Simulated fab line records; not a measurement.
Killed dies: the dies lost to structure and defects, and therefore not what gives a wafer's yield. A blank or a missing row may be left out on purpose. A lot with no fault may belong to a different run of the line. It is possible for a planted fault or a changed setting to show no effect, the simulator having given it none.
A struck lot beside a sound one    flow n5_finfet    24 steps out of a route of 1938
Sound: wafers L491.1, L491.4, L491.6. Struck: wafers L502.2, L502.3, L502.6. The cause is named last.
Each step with rows lists, per side, the tool, then ch with its chambers, then its first start. Under that, the readings that differ: sound wafers    struck wafers    difference of the means    sigmas: that difference in standard deviations of wafers without a fault.
alike: readings with means less than 2 such deviations apart, plus words and numbers identical on both sides. not compared: withheld readings, readings lacking a value on some wafer, bounds such as >300 that could conceal the same value, and numbers that have no deviation in the record and whose values overlap.
Wherever a step has rows on one side only, a row that says differs or no value, or a row with sigmas, the two part there. Numbers that have no deviation but don't overlap get no sigmas and don't part them. A reading that every wafer of one side lacks parts them only if that side has two wafers or more.

N5_BEOL_M7_THK_MEAS_53: measures by xrf.
  sound on film_metro-02, day 10 07:35; struck on film_metro-02, day 13 14:12
  alike: M7_THK
then, 1 step without rows for these wafers: N5_BEOL_M7_PRE_CLEAN_55 (time 15 s).
N5_BEOL_M7_DEP_56: deposits SiCN from 3MS/NH3, target thk 10 nm, time 17.5 s.
  sound on pecvd-02 ch 0,1, day 10 07:40; struck on pecvd-02 ch 0,2, day 13 14:16
  alike: showerhead_plenum_p_Torr, throttle_valve_pct
N5_BEOL_M7_RS_MEAS_57: the measuring method here is four-point-probe.
  sound on film_metro-02, day 10 07:45; struck on film_metro-01, day 13 14:20
  alike: M7_RS
N5_BEOL_M7_INSPECT_58: inspects for defects (darkfield).
  sound on defect_inspect-02, day 10 07:47; struck on defect_inspect-01, day 13 14:21
  alike: raw_defect_count
then, 1 step without rows for these wafers: N5_BEOL_M8_ILD_DEP_00 (deposits SiCOH lowk from DEMS/porogen, target thk 179.75 nm, time 33.4 s).
N5_BEOL_M8_CURE_74: cures SiCOH lowk, time 240 s.
  sound on uv_cure-02 ch 1, day 10 07:53; struck on uv_cure-01 ch 0, day 13 14:37
  alike: lamp_power_pct, wafer_temp_C_max
N5_BEOL_M8_THK_MEAS_01:
  sound on film_metro-02, day 10 08:23; struck on film_metro-01, day 13 15:27
reading          sound              struck             difference  sigmas
M8_ILD_THK (nm)  159.0 159.3 160.5  154.8 154.0 155.5  -4.8        -2
then, 1 step without rows for these wafers: N5_BEOL_M8_PECVD_70 (deposits SiO2 from TEOS/O2, target thk 20 nm, time 22.7 s).
N5_BEOL_M8_HM_DEP_02: deposits TiN, target thk 20 nm.
  sound on pvd_sputter-02, day 10 09:16; struck on pvd_sputter-03, day 13 17:52
  alike: throttle_valve_pct
then, 2 steps without rows for these wafers: N5_BEOL_M8_COAT_59 (time 60 s, resist thk 100 nm); N5_BEOL_M8_COAT_60 (time 60 s, resist thk 35 nm).
N5_BEOL_M8_COAT_05: resist thk 90 nm.
  sound on litho_track-02 ch 0, day 10 09:23; struck on litho_track-02 ch 0, day 13 18:01
reading                                       sound                 struck                difference  sigmas
spin_speed_rpm (rpm)                          1500.7 1500.1 1502.0  1588.8 1587.6 1588.9  +87.5       +73
model.CAR-ArF_of_BEOL_M8_COAT_05.thk_nm (nm)  90.2 90 90.2          87 87 87.2            -3          
  alike: chill_plate_temp_C, dispense_pressure_kPa, resist_line_temp_C
then, 5 steps without rows for these wafers: N5_BEOL_M8_EBR_07; N5_BEOL_M8_SOFTBAKE_06 (time 60 s); N5_BEOL_M8_EXPOSE_08 (exposes mask M8); N5_BEOL_M8_PEB_09 (peb time 60 s); N5_BEOL_M8_DEVELOP_10 (develop time 30 s).
N5_BEOL_M8_CD_MEAS_11: the cd target is 38.5 nm.
  sound on cd_sem-01 ch 0, day 10 09:46; struck on cd_sem-02 ch 0, day 13 18:26
  alike: cd_nm
N5_BEOL_M8_OVL_MEAS_12:
  sound on overlay-02 ch 0, day 10 09:47; struck on overlay-01 ch 0, day 13 18:28
  alike: M8_OVL
N5_BEOL_M8_INSPECT_13: inspects for defects (brightfield).
  sound on defect_inspect-01, day 10 09:49; struck on defect_inspect-02, day 13 18:29
  alike: raw_defect_count
N5_BEOL_M8_DESCUM_16: chemistry O2, time 7.9 s.
  sound on rie_diel-02 ch 0,1,2, day 10 09:50; struck on rie_diel-05 ch 0,3, day 13 18:35
  alike: drypump_motor_current_A, oes_product_au, rf_vpp_V, showerhead_plenum_p_Torr, throttle_valve_pct
  not compared: rf_hours_counter_h
N5_BEOL_M8_ETCH_61: etches SiARC in CF4, target depth 45.5 nm, time 75.8 s.
  sound on rie_diel-02 ch 0,1,2, day 10 09:53; struck on rie_diel-05 ch 0,3, day 13 18:37
reading                                       sound         struck      difference  sigmas
model.CAR-ArF_of_BEOL_M8_COAT_05.thk_nm (nm)  51 50.8 51.2  47.8 48 48  -3.1        
  alike: drypump_motor_current_A, etch_rf_on_time_s, oes_product_au, rf_vpp_V, showerhead_plenum_p_Torr, throttle_valve_pct
  not compared: rf_hours_counter_h
N5_BEOL_M8_ETCH_62: etches SOC in N2/H2, target depth 110 nm, overetch 22 nm, time 165 s.
  sound on rie_diel-02 ch 0,1,2, day 10 09:56; struck on rie_diel-05 ch 0,3, day 13 18:41
  alike: drypump_motor_current_A, oes_product_au, rf_vpp_V, showerhead_plenum_p_Torr, throttle_valve_pct
  not compared: rf_hours_counter_h

WHERE THEY PART
Last at N5_BEOL_M8_COAT_05 as far as this record goes, first at N5_BEOL_M8_THK_MEAS_01. Later steps at which nothing parts them and some readings are alike: N5_BEOL_M8_CD_MEAS_11, N5_BEOL_M8_OVL_MEAS_12, N5_BEOL_M8_INSPECT_13, N5_BEOL_M8_DESCUM_16, N5_BEOL_M8_ETCH_61, N5_BEOL_M8_ETCH_62.

WHY: what had been put in by the simulator
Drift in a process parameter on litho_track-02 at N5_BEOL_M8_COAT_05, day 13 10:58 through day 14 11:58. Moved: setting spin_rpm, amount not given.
